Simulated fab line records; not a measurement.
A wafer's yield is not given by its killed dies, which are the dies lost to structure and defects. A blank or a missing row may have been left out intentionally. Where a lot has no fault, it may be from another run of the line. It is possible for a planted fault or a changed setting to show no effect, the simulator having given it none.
Chamber matching | flow n5Finfet | rieDiel-04 running N5_FIN_SAQP_SPACER1_ETCHBACK_25: 4 sister chambers
The step etches SiO2 in CHF3/O2, target depth 24.4 nm, time 12.2 s. 4 wafers are shown with their chamber, then 10 later ones without.

## WAFERS WITH THEIR CHAMBER
wafer  | chamber | showerheadPlenumPTorr (Torr)
L078.4 | 0       | 2.44
L085.2 | 2       | 2.31
L088.1 | 1       | 2.48
L088.3 | 3       | 2.30

## WAFERS WITHOUT THEIR CHAMBER
wafer  | showerheadPlenumPTorr (Torr)
L088.6 | 2.31
L092.1 | 2.48
L092.2 | 2.29
L092.6 | 2.43
L093.1 | 2.48
L093.4 | 2.48
L093.6 | 2.29
L094.1 | 2.29
L094.2 | 2.43
L094.5 | 2.48

## WHICH CHAMBER EACH WENT THROUGH
wafer  | from the rows above     | in truth
L088.6 | can't be placed: 2 or 3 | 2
L092.1 | 1                       | 1
L092.2 | can't be placed: 3 or 2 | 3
L092.6 | 0                       | 0
L093.1 | 1                       | 1
L093.4 | 1                       | 1
L093.6 | can't be placed: 3 or 2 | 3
L094.1 | can't be placed: 3 or 2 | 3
L094.2 | 0                       | 0
L094.5 | 1                       | 1
Correctly placed: 6 of 10. Can't be placed from these rows: 4 (the true chamber is among the candidates in 4). 0 placed wrongly.
How it was worked out, from the rows above alone: a wafer's distance from a chamber is the root of the sum, over the readings, of the square of ((its reading less the chamber's mean) divided by the reading's scatter). The wafer belongs to the nearest chamber; if the next one is less than 2 further off, it can't be placed. Each chamber's mean is taken over the wafers shown for it. The scatter (one wafer shown for each chamber): square how far every hidden wafer sits from the nearest shown wafer, average those squares and take the square root.
